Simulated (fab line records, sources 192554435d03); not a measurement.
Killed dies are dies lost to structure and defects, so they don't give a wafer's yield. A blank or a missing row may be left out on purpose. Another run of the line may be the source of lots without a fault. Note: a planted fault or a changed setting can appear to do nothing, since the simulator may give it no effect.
fab line records + flow n5_finfet
record:
- lots: 4
- wafers: 12
- last_day: 16
route steps=1938 shown DUMMY_REMOVAL@377 HKMG_FIN@385 BEOL_M4@1111 PASSIVATION@1936
lots that met no fault: from a run of the same line without faults
start_h: hours from the record's opening day to when the first of the lot's shown wafers began + wait_h: hours from the lot's prior step to this one + " same as the row above + L1.1+2: a row that stands for several wafers + - no value present, or no start provided + * or withheld: withheld + < > ~ a bound
route shown NAME@n: NAME is a module with steps in the file, n the number in the route of the first one + usual: mean/standard deviation taken from wafers without a fault + same: alike in all rows + chamber/n: place in a boat + sites: the reading at each site + _std_site: the standard deviation of these + _edge_site: outer sites' mean less inner sites' + radius_mm: for every site, how far away it sits from the centre of the wafer + mask NAME#n: copy n + behind: tool/chamber where the wafer was last shaped + hold: reason for holding the lot/hours on hold/outcome of the hold + device: the n, p or np transistor that did not switch + end of line: the same wafers' tests at the end of the route + a step with no rows: only its recipe + killed: not the wafer's yield, but the dies lost to structure and defects at the first sort + map: per-die view of a wafer (x killed, . not killed, _ where there is no die)
set.NAME: the setting that was run; set.NAME@STEP: the one run at that earlier step + model.NAME: the simulator's own value behind a step, which no gauge read
a table for each step, a row for each wafer; lots at some steps of the route
== steps ==
step: N5_DUMMY_REMOVAL_HM_STRIP_01
recipe:
- chemistry: CH3F/O2
- material: SiNx
- target_depth_a: 40
- stop_on: poly-Si
- time_s: 6.8
- over_etch_frac: 0.3
- ion_energy_ev: 60
- power_w: 410
- bias_w: 29
- Ar_flow_sccm: 150
- CH3F_flow_sccm: 30
- O2_flow_sccm: 20
step: N5_DUMMY_REMOVAL_STRIP_10
recipe:
- chemistry: N2/H2
- time_s: 40
- power_w: 100
- temp_c: 40
- pressure_mtorr: 100
- rf_frequency_hz: 6e+07
- bias_power_w: 3
- n2_flow_sccm: 300
- h2_flow_sccm: 300
step: N5_DUMMY_REMOVAL_PRECLEAN_07
recipe:
- chemistry: dHF
- time_s: 30
- temp_c: 25
- dilution: withheld
step: N5_DUMMY_REMOVAL_DUMMY_REMOVE_02
recipe:
- chemistry: TMAH
- temp_c: 70
- target: poly-Si
- stop_on: SiO2
- target_depth_nm: 142
- conc_wt_pct: 5
- time_s: 57
- dry: ipa_marangoni
- rinse_time_s: 30
- rinse_temp_c: 23
step: N5_DUMMY_REMOVAL_PRECLEAN_08
recipe:
- chemistry: NF3:NH3
- afs_cycles: 2
- temp_c: 30
- time_s: 20
- sublimation_temp_c: 180
- sublimation_time_s: 60
- pressure_torr: 3
- rf_power_w: 30
step: N5_DUMMY_REMOVAL_PRECLEAN_04
recipe:
- chemistry: DHF
- time_s: 37
- temp_c: 25
- dilution: 500:1
step: N5_DUMMY_REMOVAL_SRD_05
recipe:
- dry: ipa_marangoni
- do_ppb: 5
- time_s: 30
- temp_c: 23
- rinse_liquid: diw
step: N5_HKMG_FIN_IL_REGROW_00
recipe:
- material: SiO2
- target_thk_a: 7.5
- chemistry: O3
- temp_c: withheld
- time_s: 30
step: N5_HKMG_FIN_HK_ALD_01
recipe:
- material: HfO2
- target_thk_a: 16
- temp_c: withheld
- ald_precursor_family: HfCl4
- ald_co_reactant: H2O
- pulse_time_s: 3
- purge_time_s: 3
- co_reactant_purge_time_s: 2.5
- co_reactant_pulse_time_s: 0.3
- ald_cycles: 30
step: N5_HKMG_FIN_HK_ANNEAL_02
recipe:
- temp_c: 700
- time_s: 30
- ambient: N2
- idle_temp_c: 600
- ramp_up_c_per_s: 150
- ramp_down_c_per_s: 60
- cool_to_c: 600
step: N5_HKMG_FIN_ALD_74
recipe:
- material: La2O3
- target_thk_a: 5
- temp_c: 250
- ald_precursor_family: La-Cp
- ald_co_reactant: O3
- pulse_time_s: 6
- co_reactant_pulse_time_s: 1
- purge_time_s: 3
- co_reactant_purge_time_s: 3
usual:
- heater_power_w: 359/25
- precursor_pulse_height_rel: 1.002/0.019
| lot.wafer | tool      | chamber | start_h | wait_h | heater_power_w | precursor_pulse_height_rel |
|-----------|-----------|---------|---------|--------|----------------|----------------------------|
| L227.4    | ald_hk-01 | 1       | 94.52   | 0.1    | 363            | 1.022                      |
| L227.5    | "         | 3       | "       | "      | 374            | 0.985                      |
| L227.6    | "         | 0       | "       | "      | 362            | 0.986                      |
| L233.3    | ald_hk-01 | 3       | 133.22  | 0.1    | 383            | 1.006                      |
| L233.5    | "         | 0       | "       | "      | 364            | 0.983                      |
| L233.6    | "         | 3       | "       | "      | 379            | 1.004                      |
| L234.1    | ald_hk-01 | 2       | 141.61  | 0.2    | 380            | 1.010                      |
| L234.2    | "         | 3       | "       | "      | 375            | 0.997                      |
| L234.6    | "         | 3       | "       | "      | 383            | 1.025                      |
| L239.2    | ald_hk-03 | 1       | 170.46  | 0.2    | 362            | 0.994                      |
| L239.3    | "         | 2       | "       | "      | 359            | 1.009                      |
| L239.6    | "         | 0       | "       | "      | 316            | 1.018                      |
step: N5_HKMG_FIN_ALD_75
recipe:
- material: Al2O3
- target_thk_a: 10
- temp_c: 150
- ald_precursor_family: TMA
- ald_co_reactant: H2O
- pulse_time_s: withheld
- co_reactant_pulse_time_s: 1
step: N5_HKMG_FIN_COAT_41
recipe:
- resist: SOC
- temp_c: 250
- time_s: 60
- spin_rpm: 1500
- resist_thk_nm: 300
step: N5_HKMG_FIN_COAT_42
recipe:
- resist: SiARC
- temp_c: 220
- time_s: 60
- spin_rpm: 1500
- resist_thk_nm: 35
step: N5_HKMG_FIN_COAT_43
recipe:
- resist: CAR-ArF
- spin_rpm: 1500
- resist_thk_nm: 90
step: N5_HKMG_FIN_EBR_45
recipe:
- solvent: PGMEA
- ebr_width_mm: 1.5
step: N5_HKMG_FIN_SOFTBAKE_44
recipe:
- temp_c: 110
- time_s: 60
- resist: CAR-ArF
step: N5_HKMG_FIN_EXPOSE_46
recipe:
- mask_id: NDIPOLE
- na: 1.35
- source_shape: conventional
- sigma_outer: 0.8
- polarization: unpolarized
- dose_mj: 40
step: N5_HKMG_FIN_PEB_47
recipe:
- peb_temp_c: withheld
- peb_time_s: 60
- resist: CAR-ArF
step: N5_HKMG_FIN_DEVELOP_48
recipe:
- develop_time_s: 30
- developer: TMAH
- resist: CAR-ArF
- rinse_liquid: diw
- dry: air_spin
- dev_temp_c: 23
step: N5_HKMG_FIN_DESCUM_53
recipe:
- chemistry: O2
- time_s: 7.9
- source_power_w: 50
- bias_power_w: 20
- pressure_mtorr: 20
- rf_frequency_hz: 2.712e+07
- temp_c: 40
- resist: CAR-ArF
- o2_flow_sccm: 225
step: N5_HKMG_FIN_ETCH_54
recipe:
- chemistry: CF4
- target: SiARC
- target_depth_a: 455
- mask_material: CAR-ArF
- time_s: 75.8
- ion_energy_ev: 80
- pressure_mtorr: 40
- source_w: 545
- bias_w: 36
- Ar_flow_sccm: 100
- cf4_flow_sccm: 100
- ends: cleared
step: N5_HKMG_FIN_ETCH_55
recipe:
- chemistry: N2/H2
- target: SOC
- target_depth_a: 2400
- temp_c: 40
- time_s: 300
- ion_energy_ev: 200
- mask_material: SiARC
- pressure_mtorr: 30
- source_w: 840
- bias_w: 150
- n2_flow_sccm: 200
- h2_flow_sccm: 200
step: N5_HKMG_FIN_STRIP_56
recipe:
- chemistry: N2/H2
- temp_c: 40
- n2_flow_sccm: 200
- h2_flow_sccm: 200
- rf_frequency_hz: 6e+07
step: N5_HKMG_FIN_STRIP_57
recipe:
- chemistry: CF4
- resist: SiARC
- power_w: 300
- bias_power_w: 75
- pressure_mtorr: 50
- cf4_flow_sccm: 150
- rf_frequency_hz: 6e+07
step: N5_HKMG_FIN_ETCH_58
recipe:
- chemistry: N2/H2
- target: SOC
- target_depth_a: 2158
- ion_energy_ev: 50
- bias_w: 13
- time_s: 741
- pressure_mtorr: 30
- source_w: 875
- n2_flow_sccm: 200
- h2_flow_sccm: 200
step: N5_HKMG_FIN_STRIP_93
recipe:
- chemistry: N2/H2
- material: SOC
- time_s: 20
- power_w: 500
- temp_c: 40
- pressure_mtorr: 50
- rf_frequency_hz: 6e+07
- bias_power_w: 8
- h2_frac: 0.5
- n2_flow_sccm: 300
- h2_flow_sccm: 300
step: N5_HKMG_FIN_WET_ETCH_76
recipe:
- chemistry: dNH4OH
- mix: 1:50
- temp_c: 25
- target: Al2O3
- stop_on: La2O3
- target_depth_nm: 2.25
- dry: ipa_marangoni
- rinse_time_s: 30
- rinse_temp_c: 23
step: N5_HKMG_FIN_STRIP_60
recipe:
- chemistry: N2/H2
- power_w: 2500
- temp_c: 300
- h2_frac: 0.65
- time_s: 360
- pressure_mtorr: withheld
- n2_flow_sccm: 1750
- h2_flow_sccm: 3250
step: N5_HKMG_FIN_WET_ETCH_77
recipe:
- chemistry: dHCl
- mix: 1:10000
- temp_c: 25
- target: La2O3
- stop_on: HfO2
- target_depth_nm: 2
step: N5_HKMG_FIN_WET_ETCH_78
recipe:
- chemistry: dNH4OH
- mix: 1:50
- temp_c: 25
- target: Al2O3
- stop_on: La2O3
- target_depth_nm: 4.5
- dry: ipa_marangoni
- rinse_time_s: 30
- rinse_temp_c: 23
step: N5_HKMG_FIN_ALD_79
recipe:
- material: TiN
- target_thk_a: 15
- temp_c: 400
- ald_precursor_family: TiCl4
- ald_co_reactant: NH3
- pulse_time_s: 1
- purge_time_s: 3
- co_reactant_purge_time_s: 2
- co_reactant_pulse_time_s: 2
- ald_cycles: 68
- pressure_torr: 3
step: N5_HKMG_FIN_CVD_62
recipe:
- material: a-Si
- target_thk_a: 30
- temp_c: 500
- precursor: Si2H6
- pressure_torr: 1
- time_s: 20.8
step: N5_HKMG_FIN_RTA_80
recipe:
- temp_c: withheld
- time_s: 2
- ambient: N2
- idle_temp_c: 600
- ramp_up_c_per_s: 150
- ramp_down_c_per_s: 60
- cool_to_c: 600
step: N5_HKMG_FIN_PRECLEAN_64
recipe:
- chemistry: dHF
- time_s: 30
- temp_c: 25
- dilution: withheld
step: N5_HKMG_FIN_WET_ETCH_65
recipe:
- chemistry: TMAH
- temp_c: 70
- conc_wt_pct: 5
- target: a-Si
- stop_on: TiN
- time_s: 49
- target_depth_nm: 3
step: N5_HKMG_FIN_WET_ETCH_81
recipe:
- chemistry: SC1
- target: TiN
- stop_on: HfO2
- mix: 1:1:5
- temp_c: 60
- time_s: 57
- target_depth_nm: 6
step: N5_BEOL_M4_RC_MEAS_101
usual:
- DIBL_N: 36.2/1.7
- DIBL_P: 36.6/1.9
- IOFF_N: 0.16/0.032
- IOFF_P: 0.21/0.037
- IOFF_P_LIN: 0.097/0.013
- IOFF_P_LONG: 0.000101/7.2e-06
- ION_N: 675/12
- ION_P: 460/8.1
- SS_N: 71.4/0.58
- SS_P: 73.4/0.64
- VT_N: 249/3.2
- VT_P: -252/3.4
- VT_P_LONG: -277.0/2.8
| lot.wafer | tool      | chamber | start_h | wait_h | DIBL_N[mV/V] | DIBL_P[mV/V] | IOFF_N[nA/um] | IOFF_P[nA/um] | IOFF_P_LIN[nA/um] | IOFF_P_LONG[nA/um] | ION_N[uA/um] | ION_P[uA/um] | SS_N[mV/dec] | SS_P[mV/dec] | VT_N[mV] | VT_P[mV] | VT_P_LONG[mV] |
|-----------|-----------|---------|---------|--------|--------------|--------------|---------------|---------------|-------------------|--------------------|--------------|--------------|--------------|--------------|----------|----------|---------------|
| L227.4    | prober-02 | 0       | 193.23  | 0.5    | 37.5         | 38.9         | 0.21          | 0.23          | 0.107             | 0.000101           | 686          | 473          | 71.2         | 74.1         | 245      | -252     | -278.0        |
| L227.5    | "         | 0       | "       | "      | 34.5         | 34.3         | 0.14          | 0.16          | 0.084             | 9.4e-05            | 670          | 454          | 71.0         | 73.3         | 252      | -255     | -281.7        |
| L227.6    | "         | 0       | "       | "      | 38.8         | 39.7         | 0.23          | 0.24          | 0.107             | 9.9e-05            | 691          | 470          | 71.4         | 75.2         | 243      | -250     | -279.1        |
| L233.3    | prober-02 | 0       | 227.00  | 0.3    | 35.6         | 36.1         | 0.13          | 0.10          | 0.050             | 7.4e-05            | 649          | 424          | 71.5         | 73.2         | 255      | -270     | -292.9        |
| L233.5    | "         | 0       | "       | "      | 36.9         | 38.4         | 0.16          | 0.21          | 0.096             | 0.0001             | 674          | 462          | 71.3         | 73.7         | 251      | -251     | -282.3        |
| L233.6    | "         | 0       | "       | "      | 33.4         | 33.4         | 0.11          | 0.09          | 0.045             | 6.9e-05            | 658          | 433          | 70.2         | 72.3         | 255      | -268     | -293.5        |
| L234.1    | prober-01 | 0       | 242.51  | 0.0    | 34.4         | 36.2         | 0.14          | 0.21          | 0.100             | 0.000116           | 680          | 466          | 70.6         | 74.1         | 254      | -249     | -273.2        |
| L234.2    | "         | 0       | "       | "      | 33.2         | 33.8         | 0.12          | 0.10          | 0.053             | 8.2e-05            | 649          | 431          | 70.7         | 73.1         | 255      | -266     | -289.4        |
| L234.6    | "         | 0       | "       | "      | 35.7         | 37.1         | 0.17          | 0.14          | 0.064             | 8.3e-05            | 676          | 444          | 71.3         | 74.1         | 249      | -263     | -288.6        |
| L239.2    | prober-01 | 0       | 265.67  | 0.2    | 35.0         | 33.8         | 0.13          | 0.16          | 0.078             | 0.0001             | 653          | 445          | 70.6         | 72.8         | 253      | -257     | -277.3        |
| L239.3    | "         | 0       | "       | "      | 33.0         | 32.7         | 0.12          | 0.15          | 0.077             | 9.4e-05            | 658          | 450          | 71.1         | 73.0         | 255      | -255     | -277.8        |
| L239.6    | "         | 0       | "       | "      | 35.0         | 34.3         | 0.14          | 0.17          | 0.083             | 9.7e-05            | 654          | 444          | 70.7         | 72.9         | 254      | -255     | -275.4        |
step: N5_PASSIVATION_PROBE_49
usual:
- defect_limited_yield: 91.3/1.5
- killed_at_M0_to_M3: 35/10
- killed_at_M4_up: 12/4.6
- killed_at_contacts: 13/6.6
- killed_at_front_end: 39/11
- killed_at_other: 4/3.4
- killed_dies: 103/17
- killed_open: 67/13
- killed_short: 35/8.2
- sort_bin_5_function: 5.1/0.94
- sort_bin_6_memory: 3.2/0.7
- sort_bin_8_speed: 0.00/0.03
- sort_n_pass: 1077/17
- sort_yield_pct: 91.3/1.5
same:
- gross_dies: 1180
- killed_at_back_side: 0
- sort_bin_4_leakage[%]: 0
| lot.wafer | tool      | chamber | start_h | wait_h | defect_limited_yield[%] | killed_at_M0_to_M3 | killed_at_M4_up | killed_at_contacts | killed_at_front_end | killed_at_other | killed_dies | killed_open | killed_short | sort_bin_5_function[%] | sort_bin_6_memory[%] | sort_bin_8_speed[%] | sort_n_pass | sort_yield_pct[%] |
|-----------|-----------|---------|---------|--------|-------------------------|--------------------|-----------------|--------------------|---------------------|-----------------|-------------|-------------|--------------|------------------------|----------------------|---------------------|-------------|-------------------|
| L233.3    | prober-01 | -       | 326.49  | 0.1    | 90.9                    | 43                 | 13              | 7                  | 39                  | 5               | 107         | 87          | 20           | 5.4                    | 3.4                  | 39.24               | 610         | 51.7              |
| L233.6    | prober-01 | -       | 326.64  | 0.3    | 88.9                    | 56                 | 11              | 16                 | 47                  | 1               | 131         | 88          | 41           | 6.8                    | 3.8                  | 4.32                | 998         | 84.6              |
| L234.2    | prober-02 | -       | 345.61  | 0.1    | 94.1                    | 28                 | 9               | 5                  | 26                  | 2               | 70          | 39          | 30           | 3.5                    | 2.2                  | 33.81               | 711         | 60.3              |
| L234.6    | prober-02 | -       | 345.81  | 0.3    | 92.2                    | 28                 | 8               | 21                 | 33                  | 2               | 92          | 64          | 27           | 4.2                    | 3.2                  | 0.17                | 1086        | 92.0              |
killed by level:class
L233.3 FIN_SAQP:geometric_particle:open=11 BEOL_M0_SAQP:geometric_particle:open=10 BEOL_M1:geometric_particle:open=10 FIN_SAQP:geometric_particle:short=8 BEOL_M3:geometric_particle:open=8 MOL_CONTACT_COAG:geometric_particle:open=7 GATE_CUT:geometric_particle:open=6 BEOL_M2:geometric_particle:open=6
L233.6 MOL_CONTACT_COAG:geometric_particle:open=12 BEOL_M3:geometric_particle:open=11 BEOL_M2:geometric_particle:open=9 BEOL_M1:geometric_particle:open=8 STI_FIN_REVEAL:geometric_particle:open=7 DUMMY_GATE:geometric_particle:open=6 FIN_SAQP:geometric_particle:short=5 GATE_CUT:geometric_particle:short=5
L234.2 BEOL_M0_SAQP:geometric_particle:short=14 FIN_SAQP:geometric_particle:open=5 BEOL_M0_SAQP:geometric_particle:open=5 BEOL_M3:geometric_particle:open=5 STI_FIN_REVEAL:geometric_particle:open=4 FIN_SAQP:geometric_particle:short=3 ILD0:geometric_particle:short=3 MOL_CONTACT_COAG:geometric_particle:open=3
L234.6 MOL_CONTACT_COAG:geometric_particle:open=18 FIN_SAQP:geometric_particle:open=7 BEOL_M0_SAQP:geometric_particle:open=7 BEOL_M1:geometric_particle:open=7 BEOL_M3:geometric_particle:open=6 BEOL_M0_SAQP:geometric_particle:short=5 FIN_SAQP:geometric_particle:short=4 STI_FIN_REVEAL:geometric_particle:open=4
map L233.6 (x killed, . not)
_________________.......x....________________
______________................x._____________
___________......x..x............x.__________
__________x.....x.x......x.x........_________
________.....x........................_______
_______...x...xx...x............x......______
______................x...x...x.....x..._____
_____......x.......................x.....____
____...........x.x...x............x.......___
___........x..xx....x........x...x.........__
___.x.x..x......................x..........__
__............x...................x.......x._
__..x................x..x.....x............._
_x.....x...x....x.........................x..
_.x.......................x....x.............
_x....x..............x....xx............x..x.
_x.....x.........x........x...x.......x....x.
_...........................x......x.......x.
_....x....x......x..x..x.............x...x...
_..............x.......................x.....
_...x....x...x....xx....x.....x.........x....
__.....................x.....x.............x_
__.......x......x.................x...x.x..._
___........................x...x.....x....x__
___...........x.x...................x....x.__
____x.......x...........x............x....___
_____....x..............x.x......x.....x.____
______..........x..........x.........x.x_____
_______..................x.......x.....______
________........x.x..x................_______
__________..........x........x...xx._________
___________........x.x........x....__________
______________.....x..x...x...x._____________
_________________.x..........________________
map L234.6 (x killed, . not)
_________________..x.........________________
______________.....x............_____________
___________..x....x................__________
__________.......x.....x....x......._________
________.............................._______
_______.x...x..........................______
______.................................._____
_____.....................x.......x.x....____
____.xx...................x...x.x.........___
___....................xx...........x....x.__
___...............x............x...........__
__..x..............x...x.......x............_
__...........x....x..x......................_
_.......x.............x.................x....
_...........x......x.........................
_..x............x..............x...x.....x...
_xx.........x......x.x...........x...x....x..
_...............x........................x...
_.................x....x.....................
_.....x...................x.....x..x.........
_............x.....x.........................
__..............................x..x........_
__.......x............x....................._
___............x..........x...........x....__
___.................x.......x..............__
____x........x.x...x..................x...___
_____.x..x.............................x.____
______..........x.....x......x.........._____
_______..x...x..............xx..x.....x______
________..............x..............._______
__________...xx...x.....x...x......._________
___________..............x.........__________
______________...............x.._____________
_________________............________________
== key ==
first_sign:
- step: N5_BEOL_M4_RC_MEAS_101
- reading: VT_P_LONG
- direction: down
- sigmas: 4.9
- usual: -277.0
- struck: -291.1
effect:
- step: N5_BEOL_M4_RC_MEAS_101
- reading: VT_P
- direction: down
- sigmas: 4.4
- usual: -252
- struck: -267
effect:
- step: N5_BEOL_M4_RC_MEAS_101
- reading: ION_P
- direction: down
- sigmas: 3.4
- usual: 460
- struck: 433
effect:
- step: N5_BEOL_M4_RC_MEAS_101
- reading: IOFF_P_LONG
- direction: down
- sigmas: 3.3
- usual: 0.000101
- struck: 7.7e-05
effect:
- step: N5_BEOL_M4_RC_MEAS_101
- reading: IOFF_P_LIN
- direction: down
- sigmas: 3.3
- usual: 0.097
- struck: 0.053
effect:
- step: N5_BEOL_M4_RC_MEAS_101
- reading: IOFF_P
- direction: down
- sigmas: 2.6
- usual: 0.21
- struck: 0.11
- wafers_moved: 3
effect:
- step: N5_PASSIVATION_PROBE_49
- reading: sort_bin_8_speed
- direction: up
- sigmas: 99+
- usual: 0.00
- struck: 19.39
met_at N5_HKMG_FIN_ALD_74
struck_wafers L233.3,L233.6,L234.2,L234.6
onset_between 94.52 133.22
fault:
- kind: process_parameter_drift
- tool: ald_hk-01
- chamber: 3
- onset_h: 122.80
- steps: N5_HKMG_FIN_ALD_74
- channel: target_thk_a
- offset: *
- shape: step
- end_h: 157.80
- acts_in: *
- stated: *
